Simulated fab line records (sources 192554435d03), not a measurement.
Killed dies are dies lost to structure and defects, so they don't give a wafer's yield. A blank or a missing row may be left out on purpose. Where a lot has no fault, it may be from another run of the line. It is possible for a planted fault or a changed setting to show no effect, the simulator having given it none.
fab line records	flow n5-finfet	part 2 of 2: steps 23 to 28 of 28
[record] lots = 5	wafers = 15	last-day = 19
route steps=1938 shown BEOL_M7@1283
lots with no fault: from the same line, run without faults
start-h: hours from the record's opening day to when the first of the lot's shown wafers began	wait-h: hours from the lot's prior step to this one	" the same as in the row above	L1.1+2: one row covering several wafers at once	- no value, or no start was given	* or withheld: withheld	< > ~ a bound
route shown NAME@n: NAME is a module with steps in the file, n the number in the route of the first one	usual: mean and standard deviation over wafers with no fault	same: alike in all rows	chamber/n: place in a boat	sites: the reading at each site	_std_site: the values' standard deviation	_edge_site: outer sites' mean less inner sites'	radius-mm: how far each site lies from the wafer's centre	mask NAME#n: copy n	behind: tool/chamber where the wafer was last shaped	hold: the reason the lot was held/the length of the hold in hours/how it ended	device: the transistor (n, p or np) that didn't switch	end of line: the same wafers' tests at the end of the route	where a step has no rows: the recipe by itself	killed: dies lost to structure and defects at the first sort, not the wafer's yield	map: shows each die of a wafer: x if killed, . if not, _ if none is there
set.NAME: the run value of the setting; set.NAME@STEP: its run value at that earlier step	model.NAME: the simulator's own value behind a step, which no gauge read
lots seen at some steps along the route; tables by step, rows by wafer
services: when a tool's chamber went out of use (start-h, in hours from the record's first day, below 0 if earlier), for how many hours, and the reason
[[steps]]
[step N5_BEOL_M7_VIA_ETCH_34]
[recipe] chemistry = C4F6/O2	target = SiCOH_lowk	target-depth-a = 1255	mask-material = SOC	taper-deg = 4	time-s = 50.5	ion-energy-ev = 250	pressure-mtorr = 30	source-w = 345	bias-w = 185	Ar_flow_sccm = 300	C4F6_flow_sccm = 10	O2_flow_sccm = 10
[usual] drypump-motor-current-A = 5.6/0.44	oes-product-au = 0.78/0.09	rf-vpp-V = 677/19	showerhead-plenum-p-Torr = 2.85/0.11	throttle-valve-pct = 20.89/0.21
lot.wafer	tool	chamber	start-h	wait-h	drypump-motor-current-A	oes-product-au	rf-hours-counter-h	rf-vpp-V	showerhead-plenum-p-Torr	throttle-valve-pct
L077.1	rie-diel-06	1	286.19	0.0	5.5	0.78	111	674	2.95	20.50
L077.4	"	3	"	"	6.0	0.94	-	681	2.91	20.90
L077.6	"	1	"	"	5.5	0.79	-	675	2.95	20.48
L082.1	rie-diel-05	3	312.50	0.0	5.8	0.71	200	666	2.71	20.80
L082.2	"	1	"	"	5.6	0.68	240	648	2.93	21.19
L082.5	"	1	"	"	5.6	0.68	-	649	2.93	21.18
L079.1	rie-diel-06	0	316.22	0.0	5.8	0.75	163	682	2.84	21.12
L079.2	"	3	"	"	6.1	0.91	41	680	2.91	20.93
L079.3	"	1	"	"	5.6	0.78	122	674	2.94	20.50
L083.1	rie-diel-05	1	339.36	0.0	5.6	0.68	248	647	2.93	21.20
L083.4	"	0	"	"	5.0	0.69	216	690	2.69	20.99
L083.5	"	0	"	"	5.0	0.70	-	691	2.69	20.99
L085.1	rie-diel-06	0	353.73	0.0	5.8	0.73	177	682	2.83	21.14
L085.5	"	0	"	"	5.8	0.73	-	684	2.83	21.12
L085.6	"	2	"	"	5.5	0.94	-	655	2.82	20.54
[step N5_BEOL_M7_STRIP_76]
[recipe] chemistry = C4F6/O2	resist = SiARC	rf-frequency-hz = 6e+07
lot.wafer	tool	chamber	start-h	wait-h
L077.1+4+6	rie-diel-06	1,3,1	286.23	0.0
L082.1+2+5	rie-diel-05	3,1,1	312.54	0.0
L079.1+2+3	rie-diel-06	0,3,1	316.26	0.0
L083.1+4+5	rie-diel-05	1,0,0	339.40	0.0
L085.1+5+6	rie-diel-06	0,0,2	353.78	0.0
[step N5_BEOL_M7_STRIP_36]
[recipe] chemistry = N2/H2	power-w = 450	temp-c = 40	pressure-mtorr = 20	rf-frequency-hz = 6e+07	overash-fraction = 0.3	bias-power-w = 7	h2-frac = 0.5	n2-flow-sccm = 200	h2-flow-sccm = 200
[usual] drypump-motor-current-A = 5.6/0.44	oes-product-au = 0.78/0.092	rf-vpp-V = 59.4/1.6	showerhead-plenum-p-Torr = 2.55/0.098	throttle-valve-pct = 23.8/0.43
lot.wafer	tool	chamber	start-h	wait-h	drypump-motor-current-A	oes-product-au	rf-hours-counter-h	rf-vpp-V	showerhead-plenum-p-Torr	throttle-valve-pct
L077.1	rie-diel-06	1	286.24	0.0	5.5	0.77	111	61.4	2.64	23.1
L077.4	"	3	"	"	6.1	0.92	-	60.3	2.58	23.5
L077.6	"	1	"	"	5.6	0.77	-	58.2	2.64	23.1
L082.1	rie-diel-05	3	312.55	0.0	5.7	0.69	200	55.6	2.42	23.6
L082.2	"	1	"	"	5.5	0.68	240	59.2	2.62	23.9
L082.5	"	1	"	"	5.6	0.68	-	59.4	2.62	24.0
L079.1	rie-diel-06	0	316.27	0.0	5.8	0.75	163	57.8	2.55	24.0
L079.2	"	3	"	"	6.1	0.90	41	56.1	2.58	23.6
L079.3	"	1	"	"	5.6	0.77	122	58.3	2.64	23.1
L083.1	rie-diel-05	1	339.41	0.0	5.6	0.68	248	57.8	2.62	23.9
L083.4	"	0	"	"	5.0	0.69	216	59.1	2.40	23.8
L083.5	"	0	"	"	5.0	0.70	-	59.2	2.40	23.8
L085.1	rie-diel-06	0	353.79	0.0	5.8	0.75	177	58.3	2.54	24.1
L085.5	"	0	"	"	5.8	0.74	-	58.6	2.54	24.1
L085.6	"	2	"	"	5.6	0.95	-	58.5	2.48	23.1
[step N5_BEOL_M7_TRENCH_ETCH_37]
[recipe] chemistry = C4F6/O2	target-depth-a = 934.78	target = SiCOH_lowk	time-s = 31.2	ion-energy-ev = 250	pressure-mtorr = 30	source-w = 345	bias-w = 185	Ar_flow_sccm = 300	C4F6_flow_sccm = 10	O2_flow_sccm = 10
[usual] drypump-motor-current-A = 5.6/0.44	oes-product-au = 0.78/0.089	rf-vpp-V = 677/19	showerhead-plenum-p-Torr = 2.85/0.11	throttle-valve-pct = 20.92/0.21
lot.wafer	tool	chamber	start-h	wait-h	drypump-motor-current-A	oes-product-au	rf-hours-counter-h	rf-vpp-V	showerhead-plenum-p-Torr	throttle-valve-pct
L077.1	rie-diel-06	1	-	-	5.6	0.78	111	674	2.95	20.50
L077.4	"	3	"	"	6.0	0.93	-	679	2.91	20.92
L077.6	"	1	"	"	5.6	0.79	-	673	2.95	20.50
L082.1	rie-diel-05	3	-	-	5.7	0.70	200	668	2.71	20.82
L082.2	"	1	"	"	5.5	0.68	240	648	2.93	21.22
L082.5	"	1	"	"	5.6	0.68	-	649	2.93	21.21
L079.1	rie-diel-06	0	-	-	5.8	0.74	163	684	2.84	21.16
L079.2	"	3	"	"	6.0	0.92	41	680	2.91	20.95
L079.3	"	1	"	"	5.6	0.79	122	673	2.94	20.53
L083.1	rie-diel-05	1	-	-	5.6	0.68	248	648	2.93	21.23
L083.4	"	0	"	"	5.0	0.68	216	692	2.69	21.03
L083.5	"	0	"	"	5.0	0.68	-	688	2.69	21.02
L085.1	rie-diel-06	0	-	-	5.8	0.73	177	683	2.83	21.16
L085.5	"	0	"	"	5.8	0.73	-	685	2.83	21.17
L085.6	"	2	"	"	5.6	0.94	-	655	2.82	20.57
[step N5_BEOL_M7_ETCH_41]
[recipe] chemistry = CH3F/O2	target = SiCN	target-depth-a = 319	taper-deg = 2	time-s = 57.8	ion-energy-ev = 120	mask-material = TiN	pressure-mtorr = 30	source-w = 395	bias-w = 75	Ar_flow_sccm = 150	CH3F_flow_sccm = 30	O2_flow_sccm = 20
[usual] CH3F_flow_sccm = 29.99/0.099	drypump-motor-current-A = 5.6/0.44	oes-product-au = 0.78/0.089	rf-vpp-V = 297.4/1.7	showerhead-plenum-p-Torr = 2.00/0.079	throttle-valve-pct = 16.33/0.22
lot.wafer	tool	chamber	start-h	wait-h	CH3F_flow_sccm	drypump-motor-current-A	oes-product-au	rf-hours-counter-h	rf-vpp-V	showerhead-plenum-p-Torr	throttle-valve-pct
L077.1	rie-diel-06	1	-	-	29.94	5.6	0.78	111	298.3	2.07	15.97
L077.4	"	3	"	"	30.02	6.1	0.93	-	298.0	2.05	16.25
L077.6	"	1	"	"	29.82	5.6	0.77	-	298.0	2.07	15.97
L082.1	rie-diel-05	3	-	-	29.90	5.7	0.70	200	295.7	1.90	16.29
L082.2	"	1	"	"	30.09	5.6	0.69	240	299.2	2.06	16.60
L082.5	"	1	"	"	30.00	5.6	0.68	-	298.4	2.06	16.60
L079.1	rie-diel-06	0	-	-	29.99	5.8	0.74	163	296.2	1.99	16.58
L079.2	"	3	"	"	29.93	6.1	0.91	41	299.9	2.04	16.26
L079.3	"	1	"	"	30.05	5.6	0.77	122	299.7	2.07	16.00
L083.1	rie-diel-05	1	-	-	29.97	5.6	0.67	248	298.6	2.06	16.63
L083.4	"	0	"	"	30.09	5.0	0.69	216	295.4	1.89	16.51
L083.5	"	0	"	"	30.04	5.0	0.69	-	295.1	1.89	16.51
L085.1	rie-diel-06	0	-	-	29.73	5.8	0.74	177	298.4	1.99	16.60
L085.5	"	0	"	"	29.85	5.8	0.74	-	297.8	1.99	16.57
L085.6	"	2	"	"	29.93	5.6	0.95	-	296.0	1.98	15.90
[step N5_BEOL_M7_STRIP_80]
[recipe] chemistry = N2/H2	time-s = 10	power-w = 450	temp-c = 40	pressure-mtorr = 20	rf-frequency-hz = 6e+07	bias-power-w = 7	n2-flow-sccm = 200	h2-flow-sccm = 200
[usual] drypump-motor-current-A = 5.6/0.44	oes-product-au = 0.78/0.092	rf-vpp-V = 59.3/0.85	showerhead-plenum-p-Torr = 2.55/0.098	throttle-valve-pct = 23.8/0.43
lot.wafer	tool	chamber	start-h	wait-h	drypump-motor-current-A	oes-product-au	rf-hours-counter-h	rf-vpp-V	showerhead-plenum-p-Torr	throttle-valve-pct
L077.1	rie-diel-06	1	-	-	5.6	0.77	111	60.5	2.64	23.1
L077.4	"	3	"	"	6.0	0.92	-	60.4	2.58	23.6
L077.6	"	1	"	"	5.6	0.78	-	59.1	2.64	23.1
L082.1	rie-diel-05	3	-	-	5.8	0.69	200	60.6	2.42	23.6
L082.2	"	1	"	"	5.5	0.68	240	57.8	2.62	23.9
L082.5	"	1	"	"	5.5	0.69	-	59.8	2.62	24.0
L079.1	rie-diel-06	0	-	-	5.8	0.75	163	60.7	2.55	24.0
L079.2	"	3	"	"	6.1	0.89	41	59.3	2.58	23.6
L079.3	"	1	"	"	5.6	0.77	122	60.2	2.64	23.1
L083.1	rie-diel-05	1	-	-	5.6	0.68	248	59.4	2.62	23.9
L083.4	"	0	"	"	5.0	0.68	216	58.5	2.40	23.9
L083.5	"	0	"	"	5.0	0.68	-	58.6	2.40	23.8
L085.1	rie-diel-06	0	-	-	5.8	0.74	177	61.1	2.54	24.0
L085.5	"	0	"	"	5.8	0.74	-	59.3	2.54	24.0
L085.6	"	2	"	"	5.6	0.94	-	58.8	2.48	23.1
[[services]]
tool	chamber	start-h	hours	kind
euv-scanner-01	-	264.80	1.0	pm
euv-scanner-01	-	270.99	0.3	repair
rie-diel-06	3	272.62	3.0	repair
rie-diel-05	0	278.72	5.3	repair
rie-metal-02	-	279.95	11.8	repair
rie-diel-06	0	285.76	6.9	repair
euv-scanner-02	-	286.69	1.0	pm
euv-scanner-01	-	287.66	0.9	repair
rie-diel-06	2	292.73	-	clean
rie-diel-06	2	292.73	-	consumable-replace:focus-ring
rie-diel-06	2	292.73	33.7	scheduled-down
rie-diel-06	2	292.73	33.7	vent-cycle
euv-scanner-02	-	318.22	0.4	repair
euv-scanner-01	-	320.95	1.0	pm
rie-metal-02	0	324.89	7.6	repair
euv-scanner-01	-	337.20	5.8	pm
euv-scanner-02	-	342.98	1.0	pm
rie-diel-05	0	344.40	2.8	repair
rie-diel-05	1	347.18	-	clean
rie-diel-05	1	347.18	-	consumable-replace:esc
rie-diel-05	1	347.18	-	consumable-replace:focus-ring
rie-diel-05	1	347.18	37.7	scheduled-down
rie-diel-05	1	347.18	37.7	vent-cycle
euv-scanner-02	-	348.95	12.0	pm
